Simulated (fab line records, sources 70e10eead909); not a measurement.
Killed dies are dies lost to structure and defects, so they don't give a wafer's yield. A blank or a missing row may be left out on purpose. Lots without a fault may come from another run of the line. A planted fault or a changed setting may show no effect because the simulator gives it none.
Which tool did it? | flow nand_harc | 6 lots, 18 wafers sampled, at 3 steps of a route of 1159

WHAT THE GAUGES READ, wafer by wafer
NHARC_A_CONTACT_INSPECT_71.
lot  | measured     | on                | raw_defect_count
L842 | day 17 18:03 | defect_inspect-02 | 912 934 917
L852 | day 20 01:13 | defect_inspect-01 | 44 36 32
L853 | day 20 16:05 | defect_inspect-02 | 38 34 48
L855 | day 21 08:04 | defect_inspect-01 | 54 48 54
L856 | day 22 00:57 | defect_inspect-01 | 59 56 49
L859 | day 23 03:50 | defect_inspect-01 | 19 27 20

WHICH TOOL RAN EACH LOT (tool, then ch and the chambers of the sampled wafers, then the start)
lot  | NHARC_A_CONTACT_STRIP_55                      | NHARC_A_CONTACT_DEP_58
L842 | rie_diel-11 ch 0,1, day 17 17:12 or earlier   | pecvd-03 ch 1,2, day 17 17:12
L852 | rie_diel-08 ch 0,2,3, day 20 00:22 or earlier | pecvd-01 ch 0,1,2, day 20 00:22
L853 | rie_diel-08 ch 0,1,2, day 20 15:22 or earlier | pecvd-04 ch 0,1,2, day 20 15:22
L855 | rie_diel-11 ch 0,1, day 21 07:24 or earlier   | pecvd-03 ch 0,2, day 21 07:24
L856 | rie_diel-08 ch 0,1,3, day 22 00:06 or earlier | pecvd-03 ch 0,1,2, day 22 00:06
L859 | rie_diel-10 ch 0,1,3, day 23 02:58 or earlier | pecvd-01 ch 1,2, day 23 02:58
- NHARC_A_CONTACT_STRIP_55: strips in O2.
- NHARC_A_CONTACT_DEP_58: deposits SiON, target thk 60 nm.

THE ANSWER, worked out from the rows above alone
Rule: what is usual is taken from the lots themselves. Put in order of their means at a reading, lots are off if they are a third of the lots or fewer, leave a main group of 4 or more, and stand apart from it by a gap of 3 or more times the standard deviation of the main group's means; of several such gaps the widest counts. A main group whose means are all the same, to the digits that the tables above print for the reading, isn't used. A lot without any number at a reading at which 4 lots or more have one is off too. The other lots that the step has rows for count as sound.
Off: L842, at NHARC_A_CONTACT_INSPECT_71 (raw_defect_count). The main group: mean 41, standard deviation 12.
A tool fits if, at a process step before that reading, it ran every lot that is off, and no sound lot after the first of them. The gauges at NHARC_A_CONTACT_INSPECT_71 are tried like those tools. NHARC_A_CONTACT_STRIP_55 gives no start for some lots, so the hours and the order of its lots are those of NHARC_A_CONTACT_DEP_58. None of those tried fits.

WHAT THE SIMULATOR HAD PUT IN
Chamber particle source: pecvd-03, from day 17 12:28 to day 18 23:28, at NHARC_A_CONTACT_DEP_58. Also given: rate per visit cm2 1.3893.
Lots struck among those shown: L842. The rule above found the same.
